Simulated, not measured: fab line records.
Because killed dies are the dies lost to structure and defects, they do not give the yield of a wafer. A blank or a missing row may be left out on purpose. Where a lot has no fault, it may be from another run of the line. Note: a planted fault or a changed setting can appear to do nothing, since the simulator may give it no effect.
Matching of chambers || flow n5_finfet || rie_diel-02 running N5_FIN_SAQP_STRIP_55: 4 sister chambers
The step strips in N2/H2. 4 wafers are shown with their chamber, then 7 later ones without.

== EACH WAFER AND ITS CHAMBER ==
{"wafer": "L082.4", "chamber": 3, "throttle_valve_pct (%)": 19.5}
{"wafer": "L088.3", "chamber": 0, "throttle_valve_pct (%)": 19.0}
{"wafer": "L092.2", "chamber": 1, "throttle_valve_pct (%)": 18.7}
{"wafer": "L092.3", "chamber": 2, "throttle_valve_pct (%)": 19.2}

== WAFERS WITHOUT THEIR CHAMBER ==
{"wafer": "L092.6", "throttle_valve_pct (%)": 19.2}
{"wafer": "L093.1", "throttle_valve_pct (%)": 19.5}
{"wafer": "L093.2", "throttle_valve_pct (%)": 19.2}
{"wafer": "L093.5", "throttle_valve_pct (%)": 19.0}
{"wafer": "L097.3", "throttle_valve_pct (%)": 19.5}
{"wafer": "L097.4", "throttle_valve_pct (%)": 19.1}
{"wafer": "L097.5", "throttle_valve_pct (%)": 18.8}

== CHAMBER TAKEN BY EACH ==
{"wafer": "L092.6", "from the rows above": 2, "in truth": 2}
{"wafer": "L093.1", "from the rows above": 3, "in truth": 3}
{"wafer": "L093.2", "from the rows above": 2, "in truth": 2}
{"wafer": "L093.5", "from the rows above": 0, "in truth": 0}
{"wafer": "L097.3", "from the rows above": 3, "in truth": 3}
{"wafer": "L097.4", "from the rows above": "can't be placed: 2 or 0", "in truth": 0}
{"wafer": "L097.5", "from the rows above": "can't be placed: 1 or 0", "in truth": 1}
5 of 7 placed correctly. Unplaceable from these rows: 2, with the true chamber sitting among the candidates in 2. Number placed wrongly: 0.
How it was worked out, from the rows above alone: a wafer's distance from a chamber is the root of the sum, over the readings, of the square of ((its reading less the chamber's mean) divided by the reading's scatter). If the next closest chamber is less than 2 further off than the closest, the wafer can't be placed; otherwise it belongs to the closest. A chamber's mean is the mean of its shown wafers. The scatter (one wafer shown for each chamber): square how far every hidden wafer sits from the nearest shown wafer, average those squares and take the square root.
